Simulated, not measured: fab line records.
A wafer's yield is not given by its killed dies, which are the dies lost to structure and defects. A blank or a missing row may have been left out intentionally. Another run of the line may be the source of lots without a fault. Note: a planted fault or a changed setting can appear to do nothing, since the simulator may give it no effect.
fab line records	flow n5_finfet
record: lots: 6	wafers: 16	last_day: 17
route steps=1938 shown BEOL_M1@777 BEOL_M4@1111 PASSIVATION@1936
lots that met no fault: taken from a fault-free run of the same line
start_h: hours from the record's opening day to when the first of the lot's shown wafers began	wait_h: how many hours have passed since the lot's step before this one	" repeats the value in the row above	L1.1+2: several wafers, shown together as one row	- either no value or no given start	* or withheld: withheld	< > ~ a bound
route shown NAME@n: NAME is a module with steps in the file, n the number in the route of the first one	usual: the fault-free wafers' mean and standard deviation	same: alike in all rows	chamber/n: place in a boat	sites: per-site readings	_std_site: the values' standard deviation	_edge_site: the outer-site mean with the inner-site mean subtracted	radius_mm: for every site, how far away it sits from the centre of the wafer	mask NAME#n: copy n	behind: the most recent tool/chamber to have shaped the wafer	hold: reason for holding the lot/hours on hold/outcome of the hold	device: transistor that didn't switch, given as n, p or np	end of line: the route-end tests of the same wafers	for a step that has no rows: nothing shown but its recipe	killed: not the wafer's yield, but the dies lost to structure and defects at the first sort	map: a wafer's dies, x killed, . not, _ none there
set.NAME: the run value of the setting; set.NAME@STEP: its run value at that earlier step	model.NAME: the simulator's own value behind a step, which no gauge read
lots at some steps of the route; a table a step, a row a wafer
services: a tool's chamber out of use, with start hour (start_h, from the record's first day; less than 0 if before it), hours out, and reason
== steps ==
step: N5_BEOL_M1_COAT_67
recipe: resist: SOC	temp_c: 250	time_s: 60	spin_rpm: 1500	resist_thk_nm: 60
step: N5_BEOL_M1_COAT_68
recipe: resist: SiARC	temp_c: 220	time_s: 60	spin_rpm: 1500	resist_thk_nm: 12
step: N5_BEOL_M1_COAT_76
recipe: resist: underlayer	temp_c: 205	time_s: 60	spin_rpm: 1500	resist_thk_nm: 5
step: N5_BEOL_M1_COAT_22
recipe: resist: CAR-EUV	spin_rpm: 1500	resist_thk_nm: 30
step: N5_BEOL_M1_EBR_24
recipe: solvent: PGMEA	ebr_width_mm: 1.5
step: N5_BEOL_M1_SOFTBAKE_23
recipe: temp_c: 110	time_s: 60	resist: CAR-EUV
step: N5_BEOL_M1_EXPOSE_25
recipe: mask_id: V0	na: 0.33	source_shape: quasar	sigma_inner: 0.2	sigma_outer: 0.8	polarization: unpolarized	defocus_nm: 5	target_cd_nm: 24	dose_mj: 63
step: N5_BEOL_M1_PEB_26
recipe: peb_temp_c: 100	peb_time_s: 60	resist: CAR-EUV
step: N5_BEOL_M1_DEVELOP_27
recipe: develop_time_s: 30	developer: TMAH	resist: CAR-EUV	rinse_liquid: surfactant_rinse	dry: air_spin	dev_temp_c: 23
step: N5_BEOL_M1_CD_MEAS_28
recipe: landing_energy_ev: 500	detector: se_inlens	target_cd_y_nm: 23.3
usual: cd_nm: 24.02/0.25
lot.wafer	tool	chamber	start_h	wait_h	cd_nm
L300.3	cd_sem-02	0	171.95	-	24.18
L300.4	"	0	"	"	24.28
L300.5	"	0	"	"	24.19
L302.3	cd_sem-03	0	183.51	-	23.97
L302.4	"	0	"	"	24.10
L302.5	"	0	"	"	24.38
L306.2	cd_sem-01	0	215.38	-	23.85
L306.3	"	0	"	"	23.73
L309.2	cd_sem-02	0	224.78	-	24.18
L309.3	"	0	"	"	24.09
L315.4	cd_sem-03	0	262.96	-	23.97
L315.5	"	0	"	"	24.21
L315.6	"	0	"	"	23.85
L314.2	cd_sem-03	0	263.22	-	24.52
L314.3	"	0	"	"	24.30
L314.5	"	0	"	"	24.19
step: N5_BEOL_M1_OVL_MEAS_29
recipe: points_per_wafer: 522
usual: V0_OVL: 0.0/0.63
lot.wafer	tool	chamber	start_h	wait_h	V0_OVL[nm]
L300.3	overlay-01	0	171.99	0.0	1.3
L300.4	"	0	"	"	0.5
L300.5	"	0	"	"	0.3
L302.3	overlay-01	0	183.55	0.0	0.8
L302.4	"	0	"	"	0.5
L302.5	"	0	"	"	-0.7
L306.2	overlay-02	0	215.41	0.0	0.0
L306.3	"	0	"	"	-0.8
L309.2	overlay-02	0	224.82	0.0	-0.6
L309.3	"	0	"	"	-0.6
L315.4	overlay-02	0	263.00	0.0	-0.5
L315.5	"	0	"	"	-0.1
L315.6	"	0	"	"	-0.2
L314.2	overlay-02	0	263.26	0.0	0.0
L314.3	"	0	"	"	-0.6
L314.5	"	0	"	"	-0.8
step: N5_BEOL_M1_INSPECT_30
recipe: mode: adi	inspect_instrument: brightfield
usual: raw_defect_count: 410/89
lot.wafer	tool	chamber	start_h	wait_h	raw_defect_count
L300.3	defect_inspect-01	-	172.03	0.0	254
L300.4	"	-	"	"	375
L300.5	"	-	"	"	288
L302.3	defect_inspect-02	-	183.60	0.0	407
L302.4	"	-	"	"	314
L302.5	"	-	"	"	310
L306.2	defect_inspect-02	-	215.47	0.0	489
L306.3	"	-	"	"	402
L309.2	defect_inspect-01	-	224.87	0.0	337
L309.3	"	-	"	"	429
L315.4	defect_inspect-02	-	263.04	0.0	556
L315.5	"	-	"	"	732
L315.6	"	-	"	"	330
L314.2	defect_inspect-02	-	263.31	0.0	468
L314.3	"	-	"	"	463
L314.5	"	-	"	"	473
step: N5_BEOL_M1_DESCUM_33
recipe: chemistry: O2	time_s: 7	source_power_w: 50	bias_power_w: 20	pressure_mtorr: 20	rf_frequency_hz: 2.712e+07	temp_c: 40	resist: CAR-EUV	o2_flow_sccm: 225
usual: drypump_motor_current_A: 5.54/0.27	oes_product_au: 0.78/0.087	rf_vpp_V: 243.3/1.3	showerhead_plenum_p_Torr: 2.11/0.07	throttle_valve_pct: 20.43/0.25
lot.wafer	tool	chamber	start_h	wait_h	drypump_motor_current_A	oes_product_au	rf_hours_counter_h	rf_vpp_V	showerhead_plenum_p_Torr	throttle_valve_pct	model.CAR-EUV_of_BEOL_M1_COAT_22.thk_nm
L300.3	rie_diel-02	0	172.07	0.0	5.11	0.69	230	243.4	2.16	20.62	26.2
L300.4	"	1	"	"	5.65	0.84	59	241.6	2.03	20.42	26
L300.5	"	2	"	"	5.82	0.85	-	243.0	2.13	20.00	26.2
L302.3	rie_diel-06	2	183.70	0.1	5.42	0.73	180	244.8	2.17	20.25	26
L302.4	"	1	"	"	5.32	0.68	216	243.1	2.07	20.60	26
L302.5	"	3	"	"	5.89	0.87	-	244.1	2.22	20.10	26
L306.2	rie_diel-06	0	215.50	0.0	5.79	0.69	239	242.3	2.05	20.59	25.8
L306.3	"	2	"	"	5.41	0.72	190	246.1	2.17	20.26	25.6
L309.2	rie_diel-06	3	224.90	0.0	5.93	0.84	81	244.7	2.22	20.12	25.6
L309.3	"	1	"	"	5.31	0.68	229	242.5	2.07	20.60	25.6
L315.4	rie_diel-02	2	263.08	0.0	5.84	0.81	102	244.1	2.11	20.03	26.2
L315.5	"	1	"	"	5.66	0.80	-	241.7	2.02	20.46	26
L315.6	"	0	"	"	5.12	0.95	-	243.6	2.16	20.22	26
L314.2	rie_diel-01	2	263.35	0.0	5.75	0.99	1	243.6	2.14	20.53	26
L314.3	"	0	"	"	5.43	0.74	179	241.0	2.00	20.62	26
L314.5	"	3	"	"	5.14	0.83	-	243.7	2.12	20.72	26.2
step: N5_BEOL_M1_ETCH_77
recipe: chemistry: N2/H2	target: underlayer	target_depth_a: 65	mask_material: CAR-EUV	time_s: 5.2	ion_energy_ev: 200	pressure_mtorr: 30	source_w: 840	bias_w: 150	n2_flow_sccm: 200	h2_flow_sccm: 200	ends: cleared
usual: drypump_motor_current_A: 5.54/0.27	etch_rf_on_time_s: 5.19/0.12	oes_product_au: 0.67/0.073	rf_vpp_V: 524.1/2.6	showerhead_plenum_p_Torr: 2.55/0.079	throttle_valve_pct: 17.80/0.28
lot.wafer	tool	chamber	start_h	wait_h	drypump_motor_current_A	etch_rf_on_time_s	oes_product_au	rf_hours_counter_h	rf_vpp_V	showerhead_plenum_p_Torr	throttle_valve_pct
L300.3	rie_diel-02	0	172.10	0.0	5.10	5.16	0.59	230	526.2	2.61	18.08
L300.4	"	1	"	"	5.65	5.03	0.73	59	520.8	2.48	17.82
L300.5	"	2	"	"	5.86	5.23	0.72	-	524.3	2.58	17.31
L302.3	rie_diel-06	2	183.74	0.0	5.43	5.11	0.62	180	528.3	2.65	17.85
L302.4	"	1	"	"	5.29	5.20	0.58	216	523.8	2.51	17.99
L302.5	"	3	"	"	5.92	5.07	0.74	-	526.5	2.68	17.41
L306.2	rie_diel-06	0	215.54	0.0	5.81	5.29	0.59	239	522.6	2.51	18.10
L306.3	"	2	"	"	5.43	5.13	0.62	190	526.0	2.64	17.89
L309.2	rie_diel-06	3	224.94	0.0	5.90	5.06	0.72	81	526.6	2.68	17.40
L309.3	"	1	"	"	5.31	5.15	0.58	229	523.2	2.51	18.02
L315.4	rie_diel-02	2	263.11	0.0	5.85	5.21	0.69	102	527.0	2.57	17.38
L315.5	"	1	"	"	5.67	5.02	0.70	-	521.6	2.47	17.85
L315.6	"	0	"	"	5.13	4.98	0.81	-	523.9	2.61	17.66
L314.2	rie_diel-01	2	263.38	0.0	5.71	5.10	0.83	1	527.9	2.60	17.85
L314.3	"	0	"	"	5.43	5.13	0.64	179	521.5	2.42	17.94
L314.5	"	3	"	"	5.15	5.44	0.68	-	526.2	2.56	17.90
step: N5_BEOL_M1_ETCH_69
recipe: chemistry: CF4	target: SiARC	target_depth_a: 156	mask_material: CAR-EUV	time_s: 26	ion_energy_ev: 80	pressure_mtorr: 40	source_w: 545	bias_w: 36	Ar_flow_sccm: 100	cf4_flow_sccm: 100	ends: cleared
usual: drypump_motor_current_A: 5.53/0.27	etch_rf_on_time_s: 26.0/0.56	oes_product_au: 0.67/0.073	rf_vpp_V: 184.2/1.2	showerhead_plenum_p_Torr: 2.15/0.066	throttle_valve_pct: 15.58/0.29
lot.wafer	tool	chamber	start_h	wait_h	drypump_motor_current_A	etch_rf_on_time_s	oes_product_au	rf_hours_counter_h	rf_vpp_V	showerhead_plenum_p_Torr	throttle_valve_pct
L300.3	rie_diel-02	0	172.12	0.0	5.10	26.1	0.59	230	184.0	2.19	15.69
L300.4	"	1	"	"	5.65	25.3	0.73	59	183.3	2.08	15.53
L300.5	"	2	"	"	5.81	26.4	0.72	-	183.7	2.16	15.12
L302.3	rie_diel-06	2	183.75	0.0	5.46	25.4	0.63	180	184.5	2.22	15.45
L302.4	"	1	"	"	5.29	25.7	0.60	216	184.5	2.11	15.75
L302.5	"	3	"	"	5.88	25.7	0.73	-	184.8	2.26	15.23
L306.2	rie_diel-06	0	215.55	0.0	5.75	26.4	0.59	239	182.5	2.13	15.95
L306.3	"	2	"	"	5.41	25.2	0.63	190	185.7	2.21	15.48
L309.2	rie_diel-06	3	224.95	0.0	5.86	26.0	0.73	81	186.6	2.25	15.24
L309.3	"	1	"	"	5.28	26.5	0.58	229	183.8	2.11	15.78
L315.4	rie_diel-02	2	263.13	0.0	5.83	26.5	0.69	102	185.0	2.15	15.20
L315.5	"	1	"	"	5.66	25.5	0.70	-	183.4	2.07	15.57
L315.6	"	0	"	"	5.10	25.6	0.82	-	183.9	2.18	15.22
L314.2	rie_diel-01	2	263.40	0.0	5.76	25.7	0.84	1	185.3	2.20	15.69
L314.3	"	0	"	"	5.41	25.7	0.64	179	183.7	2.04	15.72
L314.5	"	3	"	"	5.14	27.0	0.69	-	184.0	2.16	15.80
step: N5_BEOL_M1_ALD_98
recipe: material: SiO2	target_thk_a: 25	temp_c: 100	ald_precursor_family: BDEAS	ald_co_reactant: O2-plasma	pulse_time_s: 1	co_reactant_pulse_time_s: 1	purge_time_s: 2	co_reactant_purge_time_s: 2	ald_cycles: 17	pressure_torr: 2
usual: heater_power_w: 79/7.3	precursor_pulse_height_rel: 0.998/0.02
same: ald_cycles: 17
lot.wafer	tool	chamber	start_h	wait_h	heater_power_w	precursor_pulse_height_rel
L300.3	ald_sin-03	2	172.21	0.1	81	0.989
L300.4	"	0	"	"	71	0.998
L300.5	"	3	"	"	86	0.985
L302.3	ald_sin-04	1	183.93	0.2	81	1.043
L302.4	"	2	"	"	79	1.018
L302.5	"	3	"	"	75	0.983
L306.2	ald_sin-03	3	215.92	0.3	84	0.999
L306.3	"	2	"	"	80	1.013
L309.2	ald_sin-01	2	225.04	0.1	67	0.951
L309.3	"	3	"	"	97	0.994
L315.4	ald_sin-04	2	263.21	0.1	78	0.953
L315.5	"	3	"	"	75	1.006
L315.6	"	2	"	"	77	0.976
L314.2	ald_sin-01	2	263.49	0.1	65	1.001
L314.3	"	0	"	"	78	1.009
L314.5	"	1	"	"	85	0.954
step: N5_BEOL_M1_ETCHBACK_99
recipe: chemistry: CHF3	target: SiO2	target_depth_a: 50	time_s: 10.4	source_w: 215	bias_w: 47	Ar_flow_sccm: 200	CHF3_flow_sccm: 12	ion_energy_ev: 100	pressure_mtorr: 30
usual: drypump_motor_current_A: 5.49/0.25	oes_product_au: 0.78/0.09	rf_vpp_V: 240/5.4	showerhead_plenum_p_Torr: 2.16/0.071	throttle_valve_pct: 17.1/0.31
lot.wafer	tool	chamber	start_h	wait_h	drypump_motor_current_A	oes_product_au	rf_hours_counter_h	rf_vpp_V	showerhead_plenum_p_Torr	throttle_valve_pct	model.CAR-EUV_of_BEOL_M1_COAT_22.thk_nm
L300.3	rie_diel-01	3	172.83	0.6	5.15	0.84	53	238	2.20	17.3	10.4
L300.4	"	0	"	"	5.42	0.76	-	231	2.06	17.1	10.4
L300.5	"	3	"	"	5.12	0.85	-	238	2.20	17.3	10.6
L302.3	rie_diel-01	3	184.50	0.5	5.13	0.83	56	238	2.20	17.3	10.2
L302.4	"	1	"	"	5.48	1.02	1	242	2.21	16.5	10.2
L302.5	"	0	"	"	5.41	0.76	-	229	2.06	17.1	10.4
L306.2	rie_diel-01	1	220.05	4.1	5.45	0.96	13	239	2.20	16.6	10
L306.3	"	2	"	"	5.76	0.66	245	244	2.22	17.6	9.8
L309.2	rie_diel-01	1	228.09	3.0	5.48	0.97	14	240	2.20	16.6	10
L309.3	"	3	"	"	5.16	0.83	69	238	2.19	17.3	10
L315.4	rie_diel-02	2	266.80	3.5	5.82	0.80	103	249	2.16	16.6	10.4
L315.5	"	1	"	"	5.67	0.80	-	242	2.07	17.0	10.4
L315.6	"	2	"	"	5.84	0.80	-	247	2.16	16.6	10.4
L314.2	rie_diel-01	2	271.23	7.7	5.75	0.98	3	246	2.22	17.2	10.4
L314.3	"	1	"	"	5.48	0.93	28	241	2.20	16.6	10.2
L314.5	"	2	"	"	5.76	0.98	-	246	2.22	17.2	10.4
step: N5_BEOL_M1_ETCH_70
recipe: chemistry: N2/H2	target: SOC	target_depth_a: 800	overetch_a: 160	mask_material: SiARC	temp_c: 40	time_s: 120	ion_energy_ev: 200	pressure_mtorr: 30	source_w: 840	bias_w: 150	n2_flow_sccm: 200	h2_flow_sccm: 200
usual: drypump_motor_current_A: 5.50/0.25	oes_product_au: 0.60/0.066	rf_vpp_V: 524.2/2.3	showerhead_plenum_p_Torr: 2.55/0.075	throttle_valve_pct: 17.81/0.27
lot.wafer	tool	chamber	start_h	wait_h	drypump_motor_current_A	oes_product_au	rf_hours_counter_h	rf_vpp_V	showerhead_plenum_p_Torr	throttle_valve_pct
L300.3	rie_diel-01	3	172.87	0.0	5.17	0.66	53	525.7	2.57	17.83
L300.4	"	0	"	"	5.42	0.59	-	520.6	2.43	17.85
L300.5	"	3	"	"	5.16	0.66	-	525.6	2.57	17.82
L302.3	rie_diel-01	3	184.53	0.0	5.15	0.65	56	524.0	2.57	17.83
L302.4	"	1	"	"	5.49	0.78	1	527.3	2.61	17.28
L302.5	"	0	"	"	5.44	0.58	-	521.1	2.43	17.85
L306.2	rie_diel-01	1	220.08	0.0	5.48	0.73	13	526.7	2.60	17.31
L306.3	"	2	"	"	5.78	0.52	245	526.8	2.60	18.22
L309.2	rie_diel-01	1	228.13	0.0	5.50	0.72	14	525.0	2.60	17.33
L309.3	"	3	"	"	5.19	0.64	69	524.6	2.57	17.86
L315.4	rie_diel-02	2	266.83	0.0	5.84	0.63	103	523.3	2.57	17.33
L315.5	"	1	"	"	5.66	0.62	-	521.6	2.47	17.80
L315.6	"	2	"	"	5.86	0.63	-	523.0	2.57	17.33
L314.2	rie_diel-01	2	271.27	0.0	5.75	0.74	3	526.1	2.60	17.82
L314.3	"	1	"	"	5.51	0.71	28	525.4	2.60	17.34
L314.5	"	2	"	"	5.76	0.74	-	526.3	2.59	17.81
step: N5_BEOL_M4_RC_MEAS_101
usual: DIBL_N: 36.6/1.7	DIBL_P: 36.7/2	IOFF_N: 0.16/0.033	IOFF_P: 0.22/0.04	ION_N: 673/12	ION_P: 463/7.9	SS_N: 71.7/0.58	SS_P: 73.3/0.64	VT_N: 249/3.3	VT_P: -249/3.1
lot.wafer	tool	chamber	start_h	wait_h	DIBL_N[mV/V]	DIBL_P[mV/V]	IOFF_N[nA/um]	IOFF_P[nA/um]	ION_N[uA/um]	ION_P[uA/um]	SS_N[mV/dec]	SS_P[mV/dec]	VT_N[mV]	VT_P[mV]
L300.3	prober-02	0	212.37	0.3	34.0	33.0	0.11	0.14	641	437	70.4	72.8	254	-259
L300.4	"	0	"	"	36.7	36.2	0.16	0.18	681	458	71.6	73.5	251	-255
L300.5	"	0	"	"	35.9	34.8	0.14	0.16	672	453	71.0	72.5	254	-253
L302.3	prober-02	0	219.39	0.3	36.5	35.9	0.15	0.23	666	464	71.3	73.2	249	-246
L302.4	"	0	"	"	39.5	39.7	0.24	0.32	670	468	72.3	73.6	247	-243
L302.5	"	0	"	"	38.8	40.1	0.22	0.33	690	479	72.0	74.7	246	-242
L306.2	prober-01	0	267.14	0.2	35.6	35.8	0.14	0.22	657	459	71.3	73.4	252	-249
L306.3	"	0	"	"	36.4	36.4	0.15	0.22	661	459	71.4	73.9	250	-252
L309.2	prober-02	0	279.39	0.2	39.2	40.0	0.22	0.30	682	471	72.0	73.8	243	-247
L309.3	"	0	"	"	37.0	37.4	0.18	0.24	672	460	72.1	73.4	249	-247
L315.4	prober-01	0	308.57	0.5	34.3	33.2	0.13	0.20	661	471	70.8	72.2	248	-245
L315.5	"	0	"	"	34.4	34.2	0.13	0.22	670	465	70.8	72.7	252	-247
L315.6	"	0	"	"	37.5	37.0	0.17	0.26	668	467	72.1	73.1	251	-244
L314.2	prober-02	0	314.12	0.2	39.2	41.4	0.23	0.29	689	466	73.0	74.5	243	-247
L314.3	"	0	"	"	37.3	38.4	0.19	0.23	685	463	72.0	73.6	245	-250
L314.5	"	0	"	"	35.0	36.1	0.14	0.19	670	458	71.7	73.1	252	-251
step: N5_PASSIVATION_PROBE_49
usual: defect_limited_yield: 91.1/1.4	killed_at_M0_to_M3: 34/11	killed_at_M4_up: 14/5.7	killed_at_contacts: 14/6.9	killed_at_front_end: 40/11	killed_at_other: 4/3.1	killed_dies: 105/17	killed_open: 70/13	killed_short: 34/7.6	sort_bin_5_function: 5.3/0.95	sort_bin_6_memory: 3.3/0.64	sort_bin_8_speed: 0.00/0.029	sort_n_pass: 1075/17	sort_yield_pct: 91.1/1.4
same: gross_dies: 1180	killed_at_back_side: 0	sort_bin_4_leakage[%]: 0
lot.wafer	tool	chamber	start_h	wait_h	defect_limited_yield[%]	killed_at_M0_to_M3	killed_at_M4_up	killed_at_contacts	killed_at_front_end	killed_at_other	killed_dies	killed_open	killed_short	sort_bin_5_function[%]	sort_bin_6_memory[%]	sort_bin_8_speed[%]	sort_n_pass	sort_yield_pct[%]
L306.2	prober-01	-	369.43	0.1	90.1	39	10	10	52	6	117	67	50	5.5	3.9	0	1063	90.1
L306.3	prober-01	-	369.48	0.1	91.0	34	16	1	48	7	106	72	33	4.7	3.9	0	1074	91.0
L309.2	prober-01	-	381.61	0.1	92.0	16	7	35	35	1	94	76	17	4.9	3.0	0	1086	92.0
L309.3	prober-01	-	381.66	0.1	90.9	23	10	22	52	0	107	67	40	4.9	3.6	0	1073	90.9
killed by level:class
L306.2 BEOL_M0_SAQP:geometric_particle:short=15 FIN_SAQP:geometric_particle:open=11 BEOL_M0_SAQP:geometric_particle:open=10 FIN_SAQP:geometric_particle:short=9 MOL_CONTACT_COAG:geometric_particle:open=8 STI_FIN_REVEAL:geometric_particle:open=7 ILD0:geometric_particle:short=7 ILD0:geometric_particle:open=6
L306.3 STI_FIN_REVEAL:geometric_particle:open=9 FIN_SAQP:geometric_particle:open=8 BEOL_M0_SAQP:geometric_particle:short=7 FIN_SAQP:geometric_particle:short=6 DUMMY_GATE:geometric_particle:open=6 ILD0:geometric_particle:short=6 BEOL_M0_SAQP:geometric_particle:open=6 BEOL_M1:geometric_particle:short=5
L309.2 MOL_CONTACT_COAG:geometric_particle:open=34 STI_FIN_REVEAL:geometric_particle:open=15 FIN_SAQP:geometric_particle:short=4 BEOL_M0_SAQP:geometric_particle:short=4 GATE_CUT:geometric_particle:open=3 BEOL_M0:geometric_particle:open=3 BEOL_M2:geometric_particle:open=3 BEOL_M3:geometric_particle:open=3
L309.3 MOL_CONTACT_COAG:geometric_particle:open=17 FIN_SAQP:geometric_particle:short=15 FIN_SAQP:geometric_particle:open=9 STI_FIN_REVEAL:geometric_particle:open=9 BEOL_M3:geometric_particle:open=8 MOL_CONTACT_COAG:geometric_particle:short=5 BEOL_M5:geometric_particle:open=4 GATE_CUT:geometric_particle:short=4
== services ==
tool	chamber	start_h	hours	kind
rie_diel-01	2	164.28	2.8	repair
rie_diel-01	1	168.11	-	clean
rie_diel-01	1	168.11	-	consumable_replace:focus_ring
rie_diel-01	1	168.11	13.9	scheduled_down
rie_diel-01	1	168.11	13.9	vent_cycle
ald_sin-04	-	218.74	0.8	pm
ald_sin-04	0	225.34	7.4	repair
rie_diel-02	0	233.89	-	clean
rie_diel-02	0	233.89	-	consumable_replace:focus_ring
rie_diel-02	0	233.89	14.9	scheduled_down
rie_diel-02	0	233.89	14.9	vent_cycle
rie_diel-01	2	235.33	5.0	repair
rie_diel-01	2	242.52	-	clean
rie_diel-01	2	242.52	-	consumable_replace:focus_ring
rie_diel-01	2	242.52	17.4	scheduled_down
rie_diel-01	2	242.52	17.4	vent_cycle
rie_diel-02	1	243.32	8.0	repair
rie_diel-06	0	260.74	-	clean
rie_diel-06	0	260.74	-	consumable_replace:focus_ring
rie_diel-06	0	260.74	22.9	scheduled_down
rie_diel-06	0	260.74	22.9	vent_cycle
ald_sin-04	-	268.25	14.0	pm
ald_sin-04	0	268.25	14.0	vent_cycle
ald_sin-04	1	268.25	14.0	vent_cycle
== key ==
first_sign none at tools or gauges
model_effect: step: N5_BEOL_M1_DESCUM_33	value: CAR-EUV_of_BEOL_M1_COAT_22.thk_nm	without: 26.05	struck: 25.65
model_effect: step: N5_BEOL_M1_ETCHBACK_99	value: CAR-EUV_of_BEOL_M1_COAT_22.thk_nm	without: 10.3	struck: 9.95
met_at N5_BEOL_M1_DESCUM_33
struck_wafers L306.2,L306.3,L309.2,L309.3
onset_between 183.70 215.50
fault: kind: process_parameter_drift	tool: rie_diel-06	chamber: -	onset_h: 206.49	steps: N5_BEOL_M1_DESCUM_33	channel: time_s	offset: *	shape: step	end_h: 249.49	scope: struck_wafers_only	acts_in: *	stated: *
